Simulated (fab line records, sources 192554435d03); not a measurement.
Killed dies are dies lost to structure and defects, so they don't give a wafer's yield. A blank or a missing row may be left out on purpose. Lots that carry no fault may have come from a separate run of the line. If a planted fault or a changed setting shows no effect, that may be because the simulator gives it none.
Comparing a struck lot with a sound one -- flow n5Finfet -- 15 out of 1938 route steps
Sound: these wafers, L939.1, L939.2, L939.5. Struck: wafer L935.2 (left out: L935.4, L935.5 of the same lot, which were not struck); the cause appears at the end.
At each step with rows: each side's tool, then ch and its chambers, then its first start. Under that, the readings that differ: sound wafers -- struck wafers -- difference of the means -- sigmas: that difference in standard deviations of wafers without a fault.
alike: words and numbers the same on both sides, and readings whose means are apart by under 2 such deviations; not compared: readings that were withheld, readings missing a value for some wafer, numbers with overlapping values and no deviation given by the record, and bounds like >300 which may hide the same value.
The two part at a step that has a row with sigmas, a row that says differs or no value, or rows on one side only. When numbers do not overlap yet have no deviation, they are printed without sigmas and do not part them. Lack of a reading on every wafer of one side parts them only where that side has two or more wafers.

first, 2 steps without rows for these wafers: N5_BEOL_M12_TRENCH_ETCH_34 (etches SiOC in C4F8/O2/Ar, target depth 318.95 nm, time 125.5 s); N5_BEOL_M12_STRIP_70 (strips in C4F8/O2/Ar).
N5_BEOL_M12_OCD_MEAS_35:
  sound on ocd-02 at day 16 19:32; struck on ocd-02 at day 12 15:07
reading,sound,struck,difference,sigmas
trenchDepthNm (nm),328 323 325,317,-8,-2
N5_BEOL_M12_STRIP_37: strips in N2/H2.
  sound on plasmaAsher-02 ch 0,1, day 16 19:34; struck on plasmaAsher-01 ch 0, day 12 15:09
reading,sound,struck,difference,sigmas
drypumpMotorCurrentA (A),5.0 5.7 5.1,6.1,+0.8,+2
oesProductAu (a.u.),0.794 0.812 0.774,0.764,-0.029,-3
  alike: heaterPowerW, n2FlowSccm
  not compared: rfHoursCounterH
then, 3 steps without rows for these wafers: N5_BEOL_M12_ETCH_38 (etches SiCN in CF4/N2, target depth 68.7 nm, time 73.4 s); N5_BEOL_M12_PRECLEAN_39 (cleans in residue remover, time 60 s); N5_BEOL_M12_SRD_40 (time 30 s, dry time 30 s).
N5_BEOL_M12_DEGAS_41: time 60 s.
  sound on pvdSputter-02 at day 16 22:07; struck on pvdSputter-03 at day 12 16:53
  alike: heaterPowerW
N5_BEOL_M12_PRE_CLEAN_42: time 30 s.
  sound on pvdSputter-02 at day 16 22:09; struck on pvdSputter-03 at day 12 16:55
  alike: heaterPowerW
N5_BEOL_M12_SPUTTER_43: material TaN, target thk 15 nm, time 24.19 s.
  sound on pvdSputter-02 at day 16 22:11; struck on pvdSputter-03 at day 12 16:58
  alike: biasV, throttleValvePct
then, 1 step without rows for these wafers: N5_BEOL_M12_SPUTTER_44 (material Ta, target thk 10 nm, time 16.13 s).
N5_BEOL_M12_SPUTTER_45: material Cu, target thk 80 nm, time 13.33 s.
  sound on pvdSputter-02 at day 16 22:21; struck on pvdSputter-03 at day 12 17:07
  alike: biasV, throttleValvePct
N5_BEOL_M12_ECD_47: material Cu, target thk 720 nm.
  sound on ecdCu-02 ch 0,1, day 16 22:28; struck on ecdCu-02 ch 1, day 12 17:14
reading,sound,struck,difference,sigmas
model.Cu_of_BEOL_M12_ECD_47.thkNm (nm),716.8 721.2 726.2,937.6,+216.2,
then, 1 step without rows for these wafers: N5_BEOL_M12_ANNEAL_48 (time 90 s).
N5_PASSIVATION_PROBE_49:
  sound on prober-02 at day 18 20:24; struck on prober-01 at day 14 07:39
  alike: defectLimitedYield, killed_at_M0_to_M3, killed_at_M4_up, killedAtContacts, killedAtFrontEnd, killedAtOther, killedDies, killedOnRim, killedOpen, killedShort, sort_bin_5_function, sort_bin_6_memory, sortNPass, sortYieldPct

## WHERE THEY PART
At N5_BEOL_M12_OCD_MEAS_35 first; at N5_BEOL_M12_STRIP_37 last (within this record only). Later steps at which nothing parts them and some readings are alike: N5_BEOL_M12_DEGAS_41, N5_BEOL_M12_PRE_CLEAN_42, N5_BEOL_M12_SPUTTER_43, N5_BEOL_M12_SPUTTER_45, N5_PASSIVATION_PROBE_49.

WHY: whatever the simulator had introduced
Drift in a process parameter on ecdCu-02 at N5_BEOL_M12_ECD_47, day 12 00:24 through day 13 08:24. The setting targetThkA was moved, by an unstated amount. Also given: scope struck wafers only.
